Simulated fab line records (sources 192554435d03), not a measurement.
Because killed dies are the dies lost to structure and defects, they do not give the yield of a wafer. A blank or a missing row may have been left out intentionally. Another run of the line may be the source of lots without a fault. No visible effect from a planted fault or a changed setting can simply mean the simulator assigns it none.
fab line records ; flow n5_finfet ; part 1 of 2: steps 1 to 19 of 27
record lots=5; wafers=15; last_day=17
route steps=1938 shown BEOL_M0_SAQP@677 BEOL_M0_CUTY@701
lots that met no fault: from a run of the same line without faults
start_h: the number of hours between the record's first day and the start of the first shown wafer of the lot ; wait_h: hours from the lot's prior step to this one ; " same as the row above ; L1.1+2: one row covering several wafers at once ; - value missing, or start not given ; * or withheld: withheld ; < > ~ a bound
route shown NAME@n: names a module that has steps shown in the file, with the first one's number in the route ; usual: mean/standard deviation taken from wafers without a fault ; same: alike in all rows ; chamber/n: place in a boat ; sites: per-site readings ; _std_site: their standard deviation ; _edge_site: the outer-site mean with the inner-site mean subtracted ; radius_mm: for every site, how far away it sits from the centre of the wafer ; mask NAME#n: copy n ; behind: tool/chamber where the wafer was last shaped ; hold: why the lot went on hold/how many hours it stayed there/how the hold came to an end ; device: whichever transistor did not switch (one of n, p or np) ; end of line: tests of these same wafers at the route's end ; where a step has no rows: the recipe by itself ; killed: not the wafer's yield, but the dies lost to structure and defects at the first sort ; map: a wafer's dies, marking killed ones x, the rest . and places with no die _
set.NAME: the run value of the setting; set.NAME@STEP: its run value at that earlier step ; model.NAME: the simulator's own value behind a step, which no gauge read
lots at some steps of the route; a table a step, a row a wafer
services: when a tool's chamber went out of use (start_h, in hours from the record's first day, below 0 if earlier), for how many hours, and the reason
## steps
# step N5_BEOL_M0_SAQP_SPACER2_ETCHBACK_27
# recipe chemistry=CHF3/O2; mode=anisotropic_etchback; target=SiO2; target_depth_a=225; time_s=11.25; pressure_mtorr=30; source_w=650; bias_w=170; Ar_flow_sccm=200; CHF3_flow_sccm=50; O2_flow_sccm=5; ion_energy_ev=200
# usual drypump_motor_current_A=5.6/0.31; oes_product_au=0.75/0.09; rf_vpp_V=527/5.8; showerhead_plenum_p_Torr=2.41/0.075; throttle_valve_pct=18.92/0.2
lot.wafer;tool;chamber;start_h;wait_h;drypump_motor_current_A;oes_product_au;rf_hours_counter_h;rf_vpp_V;showerhead_plenum_p_Torr;throttle_valve_pct
L085.1;rie_diel-04;0;183.20;0.3;5.7;0.71;187;532;2.40;19.28
L085.4;rie_diel-04;1;183.20;0.3;5.9;0.73;172;530;2.50;18.83
L085.6;rie_diel-04;3;183.20;0.3;5.5;0.71;-;531;2.28;19.18
L090.3;rie_diel-02;3;210.25;0.3;5.5;0.98;1;525;2.36;18.93
L090.4;rie_diel-02;1;210.25;0.3;5.8;0.66;-;523;2.48;18.93
L090.5;rie_diel-02;3;210.25;0.3;5.5;0.96;-;524;2.36;18.92
L091.2;rie_diel-02;0;215.94;0.3;5.3;0.72;192;530;2.28;18.89
L091.3;rie_diel-02;3;215.94;0.3;5.5;0.96;3;527;2.36;18.89
L091.6;rie_diel-02;1;215.94;0.3;5.8;0.66;-;524;2.48;18.95
L092.1;rie_diel-05;0;220.28;0.3;5.3;0.73;182;532;2.40;18.89
L092.3;rie_diel-05;1;220.28;0.3;5.0;0.86;49;524;2.45;18.67
L092.5;rie_diel-05;0;220.28;0.3;5.3;0.72;-;532;2.40;18.88
L094.3;rie_diel-02;0;234.63;0.3;5.3;0.71;197;529;2.28;18.91
L094.5;rie_diel-02;2;234.63;0.3;5.7;0.96;-;530;2.47;18.57
L094.6;rie_diel-02;3;234.63;0.3;5.5;0.95;-;525;2.36;18.91
# step N5_BEOL_M0_SAQP_MANDREL2_REMOVE_110
# recipe chemistry=HBr/Cl2/O2; bt_time_s=10; target=a-Si; stop_on=SiCN; endpoint=OES-SiCl; over_etch_frac=1; icp_w=600; bias_w=30; HBr_flow_sccm=150; Cl2_flow_sccm=80; O2_flow_sccm=5; pressure_mtorr=10
# usual drypump_motor_current_A=5.7/0.37; he_backside_leak_sccm=2.7/0.32; mfc_cl2_sccm=79.98/0.27; oes_product_au=1.002/0.023; throttle_valve_pct=36.61/0.28
lot.wafer;tool;chamber;start_h;wait_h;drypump_motor_current_A;he_backside_leak_sccm;mfc_cl2_sccm;oes_product_au;rf_hours_counter_h;throttle_valve_pct
L085.1;rie_si-01;2;183.29;0.1;5.7;2.9;80.22;0.974;173;36.62
L085.4;rie_si-01;1;183.29;0.1;6.1;2.8;79.58;1.028;59;36.38
L085.6;rie_si-01;1;183.29;0.1;6.0;2.8;79.95;1.028;-;36.40
L090.3;rie_si-01;3;210.33;0.1;5.7;2.9;79.71;0.968;143;36.97
L090.4;rie_si-01;0;210.33;0.1;5.8;3.1;80.24;1.013;109;36.47
L090.5;rie_si-01;2;210.33;0.1;5.7;2.7;80.05;0.983;-;36.61
L091.2;rie_si-01;2;216.03;0.1;5.7;2.7;79.48;0.981;174;36.62
L091.3;rie_si-01;1;216.03;0.1;6.1;2.7;80.05;1.036;59;36.40
L091.6;rie_si-01;0;216.03;0.1;5.8;3.3;80.17;1.019;-;36.47
L092.1;rie_si-06;3;220.37;0.1;5.4;2.3;80.06;0.984;79;36.64
L092.3;rie_si-06;2;220.37;0.1;5.0;2.9;80.13;0.999;117;36.70
L092.5;rie_si-06;3;220.37;0.1;5.5;3.7;80.48;0.980;-;36.63
L094.3;rie_si-01;2;234.73;0.1;5.7;2.9;80.06;0.971;174;36.62
L094.5;rie_si-01;1;234.73;0.1;6.1;2.6;79.80;1.025;-;36.40
L094.6;rie_si-01;2;234.73;0.1;5.7;3.0;79.64;0.983;-;36.62
# step N5_BEOL_M0_SAQP_CD_MEAS_29
# recipe target_cd_nm=14.4; landing_energy_ev=1000; detector=se_inlens
# usual cd_nm=15.03/0.22
lot.wafer;tool;chamber;start_h;wait_h;cd_nm
L085.1;cd_sem-01;0;183.40;0.1;14.82
L085.4;cd_sem-01;0;183.40;0.1;14.88
L085.6;cd_sem-01;0;183.40;0.1;15.32
L090.3;cd_sem-01;0;210.45;0.1;15.24
L090.4;cd_sem-01;0;210.45;0.1;14.73
L090.5;cd_sem-01;0;210.45;0.1;14.70
L091.2;cd_sem-01;0;216.14;0.1;14.68
L091.3;cd_sem-01;0;216.14;0.1;15.00
L091.6;cd_sem-01;0;216.14;0.1;15.01
L092.1;cd_sem-02;0;220.48;0.1;15.13
L092.3;cd_sem-02;0;220.48;0.1;15.38
L092.5;cd_sem-02;0;220.48;0.1;15.15
L094.3;cd_sem-01;0;234.84;0.1;14.53
L094.5;cd_sem-01;0;234.84;0.1;14.96
L094.6;cd_sem-01;0;234.84;0.1;15.11
# step N5_BEOL_M0_SAQP_COAT_69
# recipe resist=SOC; temp_c=250; time_s=60; spin_rpm=1500; resist_thk_nm=90
# usual resist_line_temp_C=22.98/0.1
lot.wafer;tool;chamber;start_h;wait_h;resist_line_temp_C
L085.1;litho_track-04;0;183.44;0.0;23.14
L085.4;litho_track-04;0;183.44;0.0;23.18
L085.6;litho_track-04;0;183.44;0.0;23.10
L090.3;litho_track-02;0;210.48;0.0;22.95
L090.4;litho_track-02;0;210.48;0.0;23.09
L090.5;litho_track-02;0;210.48;0.0;22.92
L091.2;litho_track-01;0;216.17;0.0;23.10
L091.3;litho_track-01;0;216.17;0.0;23.10
L091.6;litho_track-01;0;216.17;0.0;22.93
L092.1;litho_track-01;0;220.51;0.0;23.08
L092.3;litho_track-01;0;220.51;0.0;22.97
L092.5;litho_track-01;0;220.51;0.0;22.87
L094.3;litho_track-02;0;234.88;0.0;22.83
L094.5;litho_track-02;0;234.88;0.0;23.03
L094.6;litho_track-02;0;234.88;0.0;23.08
# step N5_BEOL_M0_SAQP_COAT_72
# recipe resist=SiARC; temp_c=220; time_s=60; spin_rpm=1500; resist_thk_nm=15
# usual resist_line_temp_C=23.01/0.1
lot.wafer;tool;chamber;start_h;wait_h;resist_line_temp_C
L085.1;litho_track-04;0;-;-;23.10
L085.4;litho_track-04;0;-;-;22.90
L085.6;litho_track-04;0;-;-;22.84
L090.3;litho_track-02;0;-;-;23.06
L090.4;litho_track-02;0;-;-;23.00
L090.5;litho_track-02;0;-;-;23.03
L091.2;litho_track-01;0;-;-;22.95
L091.3;litho_track-01;0;-;-;22.96
L091.6;litho_track-01;0;-;-;22.99
L092.1;litho_track-01;0;-;-;23.19
L092.3;litho_track-01;0;-;-;23.04
L092.5;litho_track-01;0;-;-;23.01
L094.3;litho_track-02;0;-;-;23.09
L094.5;litho_track-02;0;-;-;22.97
L094.6;litho_track-02;0;-;-;22.88
# step N5_BEOL_M0_SAQP_COAT_87
# recipe resist=underlayer; temp_c=205; time_s=60; spin_rpm=1500; resist_thk_nm=5
# usual resist_line_temp_C=23.00/0.12
lot.wafer;tool;chamber;start_h;wait_h;resist_line_temp_C
L085.1;litho_track-04;0;-;-;22.87
L085.4;litho_track-04;0;-;-;22.89
L085.6;litho_track-04;0;-;-;23.09
L090.3;litho_track-02;0;-;-;22.82
L090.4;litho_track-02;0;-;-;22.84
L090.5;litho_track-02;0;-;-;22.89
L091.2;litho_track-01;0;-;-;22.91
L091.3;litho_track-01;0;-;-;22.93
L091.6;litho_track-01;0;-;-;22.82
L092.1;litho_track-01;0;-;-;22.85
L092.3;litho_track-01;0;-;-;22.91
L092.5;litho_track-01;0;-;-;22.84
L094.3;litho_track-02;0;-;-;23.00
L094.5;litho_track-02;0;-;-;23.03
L094.6;litho_track-02;0;-;-;23.03
# step N5_BEOL_M0_SAQP_COAT_34
# recipe resist=CAR-EUV; spin_rpm=1500; resist_thk_nm=30
# usual resist_line_temp_C=23.01/0.11
lot.wafer;tool;chamber;start_h;wait_h;resist_line_temp_C
L085.1;litho_track-04;0;-;-;23.01
L085.4;litho_track-04;0;-;-;23.10
L085.6;litho_track-04;0;-;-;23.19
L090.3;litho_track-02;0;-;-;22.89
L090.4;litho_track-02;0;-;-;22.94
L090.5;litho_track-02;0;-;-;22.89
L091.2;litho_track-01;0;-;-;22.93
L091.3;litho_track-01;0;-;-;22.96
L091.6;litho_track-01;0;-;-;23.07
L092.1;litho_track-01;0;-;-;22.99
L092.3;litho_track-01;0;-;-;22.98
L092.5;litho_track-01;0;-;-;22.85
L094.3;litho_track-02;0;-;-;22.97
L094.5;litho_track-02;0;-;-;22.98
L094.6;litho_track-02;0;-;-;23.01
# step N5_BEOL_M0_SAQP_EBR_36
# recipe solvent=PGMEA; ebr_width_mm=1.5
# usual resist_line_temp_C=23.03/0.098
lot.wafer;tool;chamber;start_h;wait_h;resist_line_temp_C
L085.1;litho_track-04;0;-;-;23.02
L085.4;litho_track-04;0;-;-;22.86
L085.6;litho_track-04;0;-;-;23.22
L090.3;litho_track-02;0;-;-;22.97
L090.4;litho_track-02;0;-;-;23.04
L090.5;litho_track-02;0;-;-;22.88
L091.2;litho_track-01;0;-;-;23.09
L091.3;litho_track-01;0;-;-;23.14
L091.6;litho_track-01;0;-;-;22.98
L092.1;litho_track-01;0;-;-;22.92
L092.3;litho_track-01;0;-;-;23.12
L092.5;litho_track-01;0;-;-;23.06
L094.3;litho_track-02;0;-;-;23.13
L094.5;litho_track-02;0;-;-;23.17
L094.6;litho_track-02;0;-;-;23.11
# step N5_BEOL_M0_SAQP_SOFTBAKE_35
# recipe temp_c=110; time_s=60; resist=CAR-EUV
# usual resist_line_temp_C=23.00/0.097
lot.wafer;tool;chamber;start_h;wait_h;resist_line_temp_C
L085.1;litho_track-04;0;-;-;23.06
L085.4;litho_track-04;0;-;-;23.03
L085.6;litho_track-04;0;-;-;22.82
L090.3;litho_track-02;0;-;-;22.87
L090.4;litho_track-02;0;-;-;23.04
L090.5;litho_track-02;0;-;-;23.08
L091.2;litho_track-01;0;-;-;23.13
L091.3;litho_track-01;0;-;-;23.06
L091.6;litho_track-01;0;-;-;23.04
L092.1;litho_track-01;0;-;-;22.85
L092.3;litho_track-01;0;-;-;22.95
L092.5;litho_track-01;0;-;-;22.86
L094.3;litho_track-02;0;-;-;22.92
L094.5;litho_track-02;0;-;-;22.75
L094.6;litho_track-02;0;-;-;22.86
# step N5_BEOL_M0_SAQP_EXPOSE_37
# recipe mask_id=M0_CUT1; na=0.33; source_shape=annular; sigma_inner=0.35; sigma_outer=0.8; polarization=unpolarized; target_cd_nm=30; dose_mj=44.75
# same na=0.33
lot.wafer;tool;chamber;start_h;wait_h;mask
L085.1+4+6;euv_scanner-02;0;183.58;-;M0_CUT1#0
L090.3+4+5;euv_scanner-02;0;210.63;-;M0_CUT1#0
L091.2+3+6;euv_scanner-01;0;216.44;-;M0_CUT1#0
L092.1+3+5;euv_scanner-01;0;220.65;-;M0_CUT1#0
L094.3+5+6;euv_scanner-02;0;235.16;-;M0_CUT1#0
# step N5_BEOL_M0_SAQP_PEB_38
# recipe peb_temp_c=100; peb_time_s=60; resist=CAR-EUV
# usual resist_line_temp_C=22.99/0.1
# same peb_time_s=60
lot.wafer;tool;chamber;start_h;wait_h;resist_line_temp_C
L085.1;litho_track-01;0;183.64;0.1;23.03
L085.4;litho_track-01;0;183.64;0.1;22.77
L085.6;litho_track-01;0;183.64;0.1;22.97
L090.3;litho_track-02;0;210.69;0.0;22.85
L090.4;litho_track-02;0;210.69;0.0;22.72
L090.5;litho_track-02;0;210.69;0.0;22.86
L091.2;litho_track-01;0;216.50;0.1;23.03
L091.3;litho_track-01;0;216.50;0.1;23.02
L091.6;litho_track-01;0;216.50;0.1;22.84
L092.1;litho_track-02;0;220.72;0.1;23.02
L092.3;litho_track-02;0;220.72;0.1;23.13
L092.5;litho_track-02;0;220.72;0.1;22.90
L094.3;litho_track-01;0;235.21;0.0;23.06
L094.5;litho_track-01;0;235.21;0.0;22.95
L094.6;litho_track-01;0;235.21;0.0;22.89
# step N5_BEOL_M0_SAQP_DEVELOP_39
# recipe develop_time_s=30; developer=TMAH; resist=CAR-EUV; rinse_liquid=surfactant_rinse; dry=air_spin; dev_temp_c=23
# usual resist_line_temp_C=23.01/0.099
lot.wafer;tool;chamber;start_h;wait_h;resist_line_temp_C
L085.1;litho_track-01;0;-;-;22.99
L085.4;litho_track-01;0;-;-;23.12
L085.6;litho_track-01;0;-;-;22.96
L090.3;litho_track-02;0;-;-;23.03
L090.4;litho_track-02;0;-;-;23.00
L090.5;litho_track-02;0;-;-;22.92
L091.2;litho_track-01;0;-;-;22.90
L091.3;litho_track-01;0;-;-;23.08
L091.6;litho_track-01;0;-;-;22.86
L092.1;litho_track-02;0;-;-;23.02
L092.3;litho_track-02;0;-;-;23.00
L092.5;litho_track-02;0;-;-;22.83
L094.3;litho_track-01;0;-;-;23.17
L094.5;litho_track-01;0;-;-;23.13
L094.6;litho_track-01;0;-;-;23.11
# step N5_BEOL_M0_SAQP_CD_MEAS_40
# recipe target_cd_nm=30; landing_energy_ev=500; detector=se_inlens
# usual cd_nm=29.96/0.23
lot.wafer;tool;chamber;start_h;wait_h;cd_nm
L085.1;cd_sem-01;0;183.71;-;29.79
L085.4;cd_sem-01;0;183.71;-;30.07
L085.6;cd_sem-01;0;183.71;-;30.12
L090.3;cd_sem-01;0;210.75;-;30.03
L090.4;cd_sem-01;0;210.75;-;29.91
L090.5;cd_sem-01;0;210.75;-;30.32
L091.2;cd_sem-03;0;216.57;-;29.93
L091.3;cd_sem-03;0;216.57;-;30.23
L091.6;cd_sem-03;0;216.57;-;30.13
L092.1;cd_sem-01;0;220.78;-;30.09
L092.3;cd_sem-01;0;220.78;-;29.84
L092.5;cd_sem-01;0;220.78;-;30.18
L094.3;cd_sem-02;0;235.28;-;29.74
L094.5;cd_sem-02;0;235.28;-;29.77
L094.6;cd_sem-02;0;235.28;-;29.90
# step N5_BEOL_M0_SAQP_OVL_MEAS_41
# recipe points_per_wafer=522
# usual M0_CUT1_OVL=0.1/0.71
lot.wafer;tool;chamber;start_h;wait_h;M0_CUT1_OVL[nm]
L085.1;overlay-01;0;183.74;0.0;-0.5
L085.4;overlay-01;0;183.74;0.0;-0.2
L085.6;overlay-01;0;183.74;0.0;-1.1
L090.3;overlay-02;0;210.79;0.0;-0.4
L090.4;overlay-02;0;210.79;0.0;-0.2
L090.5;overlay-02;0;210.79;0.0;0.3
L091.2;overlay-01;0;216.61;0.0;0.3
L091.3;overlay-01;0;216.61;0.0;-0.9
L091.6;overlay-01;0;216.61;0.0;-0.7
L092.1;overlay-02;0;220.81;0.0;1.3
L092.3;overlay-02;0;220.81;0.0;1.1
L092.5;overlay-02;0;220.81;0.0;2.0
L094.3;overlay-01;0;235.32;0.0;-0.3
L094.5;overlay-01;0;235.32;0.0;0.1
L094.6;overlay-01;0;235.32;0.0;-0.4
# step N5_BEOL_M0_SAQP_INSPECT_42
# recipe mode=adi; inspect_instrument=brightfield
# usual raw_defect_count=304/86
lot.wafer;tool;chamber;start_h;wait_h;raw_defect_count
L085.1;defect_inspect-01;-;183.80;0.1;471
L085.4;defect_inspect-01;-;183.80;0.1;557
L085.6;defect_inspect-01;-;183.80;0.1;533
L090.3;defect_inspect-01;-;210.84;0.0;251
L090.4;defect_inspect-01;-;210.84;0.0;237
L090.5;defect_inspect-01;-;210.84;0.0;280
L091.2;defect_inspect-02;-;216.66;0.0;280
L091.3;defect_inspect-02;-;216.66;0.0;241
L091.6;defect_inspect-02;-;216.66;0.0;254
L092.1;defect_inspect-02;-;220.87;0.1;255
L092.3;defect_inspect-02;-;220.87;0.1;343
L092.5;defect_inspect-02;-;220.87;0.1;274
L094.3;defect_inspect-01;-;235.36;0.0;214
L094.5;defect_inspect-01;-;235.36;0.0;322
L094.6;defect_inspect-01;-;235.36;0.0;235
# step N5_BEOL_M0_SAQP_DESCUM_45
# recipe chemistry=O2; time_s=7; source_power_w=50; bias_power_w=20; pressure_mtorr=20; rf_frequency_hz=2.712e+07; temp_c=40; resist=CAR-EUV; o2_flow_sccm=225
# usual drypump_motor_current_A=5.6/0.32; oes_product_au=0.76/0.088; rf_vpp_V=243.2/1.4; showerhead_plenum_p_Torr=2.09/0.064; temp_c=39.99/0.11; throttle_valve_pct=20.40/0.26
lot.wafer;tool;chamber;start_h;wait_h;drypump_motor_current_A;oes_product_au;rf_hours_counter_h;rf_vpp_V;showerhead_plenum_p_Torr;temp_c;throttle_valve_pct
L085.1;rie_diel-05;2;183.85;0.1;5.9;0.73;161;243.6;2.08;39.98;20.19
L085.4;rie_diel-05;3;183.85;0.1;6.3;0.97;6;244.7;2.22;40.12;20.40
L085.6;rie_diel-05;0;183.85;0.1;5.3;0.73;-;241.6;2.06;40.01;20.22
L090.3;rie_diel-04;2;210.87;0.0;5.8;0.97;1;241.5;2.05;40.11;19.97
L090.4;rie_diel-04;0;210.87;0.0;5.7;0.71;194;243.5;2.08;40.02;20.85
L090.5;rie_diel-04;1;210.87;0.0;5.9;0.73;-;243.6;2.15;40.08;20.23
L091.2;rie_diel-05;1;216.69;0.0;5.1;0.84;48;243.4;2.13;40.06;20.25
L091.3;rie_diel-05;2;216.69;0.0;5.9;0.73;166;243.0;2.08;39.85;20.19
L091.6;rie_diel-05;0;216.69;0.0;5.3;0.72;-;243.1;2.06;39.71;20.21
L092.1;rie_diel-04;1;220.91;0.0;5.9;0.73;182;244.6;2.15;39.94;20.25
L092.3;rie_diel-04;2;220.91;0.0;5.8;0.94;4;241.9;2.05;39.97;19.98
L092.5;rie_diel-04;0;220.91;0.0;5.7;0.71;-;242.4;2.08;40.16;20.85
L094.3;rie_diel-05;0;235.40;0.0;5.3;0.72;185;242.8;2.06;40.03;20.22
L094.5;rie_diel-05;3;235.40;0.0;6.3;0.92;-;245.8;2.22;40.05;20.41
L094.6;rie_diel-05;0;235.40;0.0;5.3;0.72;-;242.8;2.06;40.22;20.22
# step N5_BEOL_M0_SAQP_ETCH_88
# recipe chemistry=N2/H2; target=underlayer; target_depth_a=65; time_s=5.2; ion_energy_ev=200; mask_material=CAR-EUV; pressure_mtorr=30; source_w=840; bias_w=150; n2_flow_sccm=200; h2_flow_sccm=200; ends=cleared
# usual drypump_motor_current_A=5.6/0.32; etch_rf_on_time_s=5.27/0.15; oes_product_au=0.65/0.076; rf_vpp_V=523.9/2.6; showerhead_plenum_p_Torr=2.55/0.085; throttle_valve_pct=17.87/0.22
lot.wafer;tool;chamber;start_h;wait_h;drypump_motor_current_A;etch_rf_on_time_s;oes_product_au;rf_hours_counter_h;rf_vpp_V;showerhead_plenum_p_Torr;throttle_valve_pct
L085.1;rie_diel-05;2;183.89;0.0;5.9;5.12;0.63;161;524.9;2.53;17.59
L085.4;rie_diel-05;3;183.89;0.0;6.3;5.24;0.80;6;529.7;2.73;17.92
L085.6;rie_diel-05;0;183.89;0.0;5.3;5.29;0.62;-;524.2;2.52;17.68
L090.3;rie_diel-04;2;210.91;0.0;5.7;5.13;0.83;1;521.6;2.51;17.59
L090.4;rie_diel-04;0;210.91;0.0;5.7;5.53;0.60;194;523.3;2.51;18.08
L090.5;rie_diel-04;1;210.91;0.0;5.9;5.20;0.62;-;526.1;2.66;17.93
L091.2;rie_diel-05;1;216.73;0.0;5.1;5.18;0.72;48;524.1;2.58;17.63
L091.3;rie_diel-05;2;216.73;0.0;5.9;5.15;0.63;166;523.8;2.52;17.58
L091.6;rie_diel-05;0;216.73;0.0;5.3;5.34;0.61;-;523.4;2.52;17.71
L092.1;rie_diel-04;1;220.94;0.0;5.9;5.32;0.60;182;523.5;2.66;17.91
L092.3;rie_diel-04;2;220.94;0.0;5.8;5.19;0.80;4;522.4;2.51;17.59
L092.5;rie_diel-04;0;220.94;0.0;5.7;5.66;0.59;-;523.5;2.51;18.10
L094.3;rie_diel-05;0;235.43;0.0;5.3;5.29;0.62;185;525.1;2.51;17.70
L094.5;rie_diel-05;3;235.43;0.0;6.3;5.27;0.79;-;528.6;2.72;17.93
L094.6;rie_diel-05;0;235.43;0.0;5.3;5.26;0.61;-;523.8;2.51;17.70
# step N5_BEOL_M0_SAQP_ETCH_73
# recipe chemistry=CF4; target=SiARC; target_depth_a=195; mask_material=CAR-EUV; time_s=32.5; ion_energy_ev=80; pressure_mtorr=40; source_w=545; bias_w=36; Ar_flow_sccm=100; cf4_flow_sccm=100; ends=cleared
# usual drypump_motor_current_A=5.6/0.32; etch_rf_on_time_s=32.9/0.92; oes_product_au=0.65/0.076; rf_vpp_V=184.2/1.1; showerhead_plenum_p_Torr=2.14/0.067; throttle_valve_pct=15.65/0.22
lot.wafer;tool;chamber;start_h;wait_h;drypump_motor_current_A;etch_rf_on_time_s;oes_product_au;rf_hours_counter_h;rf_vpp_V;showerhead_plenum_p_Torr;throttle_valve_pct
L085.1;rie_diel-05;2;183.90;0.0;5.9;32.5;0.63;161;185.4;2.13;15.44
L085.4;rie_diel-05;3;183.90;0.0;6.3;33.1;0.81;6;186.4;2.27;15.55
L085.6;rie_diel-05;0;183.90;0.0;5.3;33.2;0.62;-;185.1;2.13;15.59
L090.3;rie_diel-04;2;210.93;0.0;5.7;32.4;0.82;1;184.0;2.11;15.21
L090.4;rie_diel-04;0;210.93;0.0;5.7;35.5;0.59;194;185.5;2.12;15.96
L090.5;rie_diel-04;1;210.93;0.0;5.9;33.5;0.61;-;186.4;2.22;15.60
L091.2;rie_diel-05;1;216.74;0.0;5.1;32.0;0.73;48;183.3;2.19;15.43
L091.3;rie_diel-05;2;216.74;0.0;5.9;32.3;0.63;166;184.0;2.13;15.44
L091.6;rie_diel-05;0;216.74;0.0;5.3;33.0;0.61;-;185.2;2.13;15.60
L092.1;rie_diel-04;1;220.96;0.0;5.9;32.8;0.62;182;184.7;2.22;15.60
L092.3;rie_diel-04;2;220.96;0.0;5.7;32.3;0.81;4;183.8;2.11;15.23
L092.5;rie_diel-04;0;220.96;0.0;5.7;34.5;0.60;-;185.3;2.12;15.98
L094.3;rie_diel-05;0;235.45;0.0;5.3;32.9;0.62;185;182.6;2.13;15.61
L094.5;rie_diel-05;3;235.45;0.0;6.3;32.7;0.79;-;185.6;2.27;15.57
L094.6;rie_diel-05;0;235.45;0.0;5.3;33.2;0.62;-;184.1;2.13;15.61
# step N5_BEOL_M0_SAQP_CUT_ETCH_46
# recipe chemistry=N2/H2; target=SOC; target_depth_a=1350; overetch_a=270; temp_c=40; time_s=202.5; ion_energy_ev=200; mask_material=SiARC; pressure_mtorr=30; source_w=840; bias_w=150; n2_flow_sccm=200; h2_flow_sccm=200
# usual drypump_motor_current_A=5.6/0.32; rf_vpp_V=524.1/2.4; showerhead_plenum_p_Torr=2.55/0.085; temp_c=40.00/0.11; throttle_valve_pct=17.82/0.22
lot.wafer;tool;chamber;start_h;wait_h;drypump_motor_current_A;rf_hours_counter_h;rf_vpp_V;showerhead_plenum_p_Torr;temp_c;throttle_valve_pct
L085.1;rie_diel-05;2;183.94;0.0;5.8;161;524.6;2.53;40.00;17.54
L085.4;rie_diel-05;3;183.94;0.0;6.3;6;528.2;2.72;40.01;17.88
L085.6;rie_diel-05;0;183.94;0.0;5.3;-;523.1;2.52;40.08;17.66
L090.3;rie_diel-04;2;210.96;0.0;5.8;1;522.5;2.52;39.96;17.54
L090.4;rie_diel-04;0;210.96;0.0;5.7;194;524.0;2.51;40.05;18.07
L090.5;rie_diel-04;1;210.96;0.0;5.9;-;526.9;2.66;40.01;17.86
L091.2;rie_diel-05;1;216.78;0.0;5.1;48;525.5;2.58;40.06;17.59
L091.3;rie_diel-05;2;216.78;0.0;5.9;166;523.7;2.52;40.09;17.55
L091.6;rie_diel-05;0;216.78;0.0;5.3;-;524.0;2.52;39.87;17.66
L092.1;rie_diel-04;1;220.99;0.0;6.0;182;526.8;2.66;40.08;17.85
L092.3;rie_diel-04;2;220.99;0.0;5.7;4;522.0;2.51;40.14;17.53
L092.5;rie_diel-04;0;220.99;0.0;5.7;-;525.3;2.51;40.10;18.06
L094.3;rie_diel-05;0;235.48;0.0;5.3;185;523.1;2.51;40.14;17.67
L094.5;rie_diel-05;3;235.48;0.0;6.3;-;528.0;2.72;39.93;17.89
L094.6;rie_diel-05;0;235.48;0.0;5.4;-;522.8;2.51;39.90;17.68
